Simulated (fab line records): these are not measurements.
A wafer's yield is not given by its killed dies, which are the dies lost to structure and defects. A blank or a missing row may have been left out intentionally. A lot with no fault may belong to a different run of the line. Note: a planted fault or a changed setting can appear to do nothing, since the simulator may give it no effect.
Matching of chambers + flow n5_finfet + 4 sister chambers for N5_BEOL_M0_STRIP_104 on rie_diel-03
The step strips in N2/H2. 20 wafers are shown with their chamber, then 10 later ones without.

WAFERS, EACH WITH ITS CHAMBER
| wafer  | chamber | drypump_motor_current_A (A) | showerhead_plenum_p_Torr (Torr) | throttle_valve_pct (%) |
|--------|---------|-----------------------------|---------------------------------|------------------------|
| L075.1 | 1       | 5.3                         | 2.58                            | 23.42                  |
| L075.3 | 2       | 5.3                         | 2.64                            | 23.58                  |
| L075.6 | 2       | 5.3                         | 2.64                            | 23.60                  |
| L081.2 | 3       | 5.2                         | 2.64                            | 23.87                  |
| L081.3 | 1       | 5.4                         | 2.58                            | 23.41                  |
| L081.6 | 2       | 5.3                         | 2.63                            | 23.65                  |
| L086.3 | 1       | 5.4                         | 2.57                            | 23.44                  |
| L086.5 | 0       | 5.9                         | 2.69                            | 23.41                  |
| L086.6 | 3       | 5.2                         | 2.64                            | 23.92                  |
| L088.2 | 0       | 5.9                         | 2.69                            | 23.45                  |
| L088.3 | 1       | 5.4                         | 2.57                            | 23.43                  |
| L088.4 | 3       | 5.3                         | 2.63                            | 23.89                  |
| L090.1 | 2       | 5.3                         | 2.62                            | 23.66                  |
| L090.3 | 3       | 5.3                         | 2.63                            | 23.91                  |
| L090.4 | 0       | 5.9                         | 2.69                            | 23.48                  |
| L093.1 | 3       | 5.2                         | 2.63                            | 23.93                  |
| L093.4 | 3       | 5.2                         | 2.63                            | 23.97                  |
| L093.5 | 1       | 5.3                         | 2.56                            | 23.47                  |
| L092.4 | 1       | 5.3                         | 2.56                            | 23.47                  |
| L092.5 | 0       | 5.9                         | 2.68                            | 23.49                  |

SIGNATURES, as means of the wafers listed above
| reading                  | chamber 0 | chamber 1 | chamber 2 | chamber 3 | scatter within a chamber |
|--------------------------|-----------|-----------|-----------|-----------|--------------------------|
| drypump_motor_current_A  | 5.900     | 5.350     | 5.300     | 5.233     | 0.0421                   |
| showerhead_plenum_p_Torr | 2.6875    | 2.5700    | 2.6325    | 2.6333    | 0.00743                  |
| throttle_valve_pct       | 23.4575   | 23.4400   | 23.6225   | 23.9150   | 0.0331                   |
Rule: for a wafer and a chamber, the distance is found by dividing, reading by reading, the gap between the wafer's reading and the chamber's mean by the reading's scatter, squaring, summing and taking the root. If the next closest chamber is less than 2 further off than the closest, the wafer can't be placed; otherwise it belongs to the closest. How the scatter is found: for the shown wafers, subtract from each reading the mean of its chamber, square and add these, divide the total by (wafers less chambers), then take the root.

WAFERS WITH NO CHAMBER GIVEN
| wafer  | drypump_motor_current_A (A) | showerhead_plenum_p_Torr (Torr) | throttle_valve_pct (%) |
|--------|-----------------------------|---------------------------------|------------------------|
| L092.6 | 5.2                         | 2.63                            | 23.92                  |
| L094.1 | 5.2                         | 2.62                            | 23.92                  |
| L094.2 | 5.3                         | 2.56                            | 23.47                  |
| L094.4 | 5.2                         | 2.62                            | 23.92                  |
| L097.2 | 5.9                         | 2.68                            | 23.48                  |
| L097.3 | 5.3                         | 2.62                            | 23.93                  |
| L097.5 | 5.3                         | 2.56                            | 23.46                  |
| L096.3 | 5.2                         | 2.62                            | 23.93                  |
| L096.4 | 5.2                         | 2.62                            | 23.95                  |
| L096.5 | 5.9                         | 2.68                            | 23.46                  |

EACH ONE'S CHAMBER
| wafer  | from the rows above | in truth |
|--------|---------------------|----------|
| L092.6 | 3                   | 3        |
| L094.1 | 3                   | 3        |
| L094.2 | 1                   | 1        |
| L094.4 | 3                   | 3        |
| L097.2 | 0                   | 0        |
| L097.3 | 3                   | 3        |
| L097.5 | 1                   | 1        |
| L096.3 | 3                   | 3        |
| L096.4 | 3                   | 3        |
| L096.5 | 0                   | 0        |
10 of 10 placed correctly. Number that these rows cannot place: 0. Number placed wrongly: 0.
